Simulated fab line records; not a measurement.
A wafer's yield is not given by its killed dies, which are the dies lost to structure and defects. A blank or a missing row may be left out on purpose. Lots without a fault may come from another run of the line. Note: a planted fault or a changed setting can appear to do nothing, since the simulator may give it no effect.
Lot-split experiment | flow n5 finfet | route with 1938 steps; 7 lots, 39 wafers read

ABOUT THE SPLIT
At N5_SDB_ETCH_18 (etches SOC in N2/H2, target depth 100 nm, overetch 20 nm, time 150 s), the setting time s was moved away from the recipe's 150 s on 12 of the 39 wafers read, by -55.4% to +48.2%. This setting was run at the recipe's value on the other wafers.

The split's own step is where the reading is taken.

THE READING
SiARC_of_SDB_COAT_04.thk nm (the simulator's own value, which no gauge read), in nm, at N5_SDB_ETCH_18 (etches SOC in N2/H2, target depth 100 nm, overetch 20 nm, time 150 s). There is no usual value for it anywhere in the file. Average 12.8 nm, standard deviation 0.2 nm, over the 27 wafers here run with the recipe.

wafer  | tool, chamber at the split | time s as run, s | against the recipe | SiARC_of_SDB_COAT_04.thk nm, nm | against lot-mates on the recipe
L075.2 | rie diel-04, 0             | 150              | recipe             | 13.2                            | -
L075.4 | rie diel-04, 2             | 150              | recipe             | 12.8                            | -
L075.5 | rie diel-04, 2             | 150              | recipe             | 12.8                            | -
L076.1 | rie diel-04, 1             | 150              | recipe             | 12.6                            | -
L076.2 | rie diel-04, 3,2           | 150              | recipe             | 12.6                            | -
L076.3 | rie diel-04, 3,2           | 150              | recipe             | 12.6                            | -
L076.4 | rie diel-04, 0             | 150              | recipe             | 13                              | -
L076.5 | rie diel-04, 3             | 150              | recipe             | 12.6                            | -
L076.6 | rie diel-04, 2             | 150              | recipe             | 12.6                            | -
L080.1 | rie diel-03, 1             | 118.2            | -21.2%             | 14                              | +1.1
L080.2 | rie diel-03, 2             | 118.2            | -21.2%             | 13.8                            | +0.9
L080.3 | rie diel-03, 0             | 118.2            | -21.2%             | 13.8                            | +0.9
L080.4 | rie diel-03, 3             | 150              | recipe             | 12.8                            | -
L080.5 | rie diel-03, 1             | 150              | recipe             | 13                              | -
L080.6 | rie diel-03, 2             | 150              | recipe             | 12.8                            | -
L085.1 | rie diel-04, 0             | 222.3            | +48.2%             | 10.8                            | -2.1
L085.2 | rie diel-04, 3             | 150              | recipe             | 12.8                            | -
L085.3 | rie diel-04, 1             | 222.3            | +48.2%             | 10.2                            | -2.7
L085.4 | rie diel-04, 2             | 222.3            | +48.2%             | 10.2                            | -2.7
L085.5 | rie diel-04, 1             | 150              | recipe             | 12.8                            | -
L085.6 | rie diel-04, 0             | 150              | recipe             | 13.2                            | -
L087.1 | rie diel-03, 1             | 150              | recipe             | 13                              | -
L087.2 | rie diel-03, 3             | 197.1            | +31.4%             | 11.2                            | -1.5
L087.3 | rie diel-03, 0             | 150              | recipe             | 12.6                            | -
L087.4 | rie diel-03, 1             | 197.1            | +31.4%             | 11.4                            | -1.3
L087.5 | rie diel-03, 0             | 150              | recipe             | 12.6                            | -
L087.6 | rie diel-03, 3             | 197.1            | +31.4%             | 11.2                            | -1.5
L090.1 | rie diel-03, 0             | 150              | recipe             | 12.8                            | -
L090.2 | rie diel-03, 3             | 150              | recipe             | 13                              | -
L090.3 | rie diel-03, 1             | 66.85            | -55.4%             | 15.8                            | +2.8
L090.4 | rie diel-03, 2             | 66.85            | -55.4%             | 15.8                            | +2.8
L090.5 | rie diel-03, 0             | 66.85            | -55.4%             | 15.8                            | +2.8
L090.6 | rie diel-03, 1             | 150              | recipe             | 13.2                            | -
L091.1 | rie diel-03, 3             | 150              | recipe             | 12.8                            | -
L091.2 | rie diel-03, 1             | 150              | recipe             | 13                              | -
L091.3 | rie diel-03, 0             | 150              | recipe             | 12.6                            | -
L091.4 | rie diel-03, 2             | 150              | recipe             | 12.6                            | -
L091.5 | rie diel-03, 0             | 150              | recipe             | 12.6                            | -
L091.6 | rie diel-03, 3             | 150              | recipe             | 12.8                            | -
Where a row lists several chambers, the file gives one row for several wafers and doesn't say which wafer went through which chamber.

THE FIT
A straight line over all 39 wafers: SiARC_of_SDB_COAT_04.thk nm changes by -0.0516 nm for each +1% of time s; r = -0.99; the points scatter about the line by 0.2 nm.
The same after taking each lot's own level away (the mean of its wafers on the recipe; 39 wafers): -0.0504 nm for each +1%; r = -0.99; scatter 0.17 nm.
Per that fit: largest time s move, reading shift of 2.8 nm.
The span of the lots' own levels, 12.67 to 13.00 nm, comes to 1.7 times the standard deviation stated above.
The two slopes are in agreement: the lot-to-lot level therefore moves the slope only a little.
Check: +2.79 nm against its lot-mates is what the line predicts for one of the wafers moved furthest among these (-55.4%) when that wafer is left out of the fit. Against them it came out at +2.8 nm.

OTHER SPLITS ON THESE WAFERS
Before the reading, these wafers also passed through other splits. Each is held against what the fit with the lots' levels taken away leaves over:
other split on the same wafers          | wafers away from the commonest value | r with SiARC_of_SDB_COAT_04.thk nm (lot level and that fit taken away)
N5_FIN_SAQP_PECVD_06 time s             | 9                                    | -0.16
N5_FIN_SAQP_SPACER2_ALD_28 target thk a | 18                                   | +0.07

THE WHOLE CHAIN: every reading that the file lists as answering this split, in the file's order
step           | what it does                                                         | reading                                                                      | change (the file's fit)                                                              | r (the file's)
N5_SDB_ETCH_18 | etches SOC in N2/H2, target depth 100 nm, overetch 20 nm, time 150 s | etch.depth nm (the simulator's own value, which no gauge read)               | not straight: 52.03 at the lowest setting, 100.1 at the recipe, 99.95 at the highest | not given
N5_SDB_ETCH_18 | etches SOC in N2/H2, target depth 100 nm, overetch 20 nm, time 150 s | SiARC_of_SDB_COAT_04.thk nm (the simulator's own value, which no gauge read) | -0.0504 nm for each +1% of the setting                                               | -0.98

THE FILE'S OWN FIT
SiARC_of_SDB_COAT_04.thk nm changes by -0.0504 nm for each +1% of time s, r = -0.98.
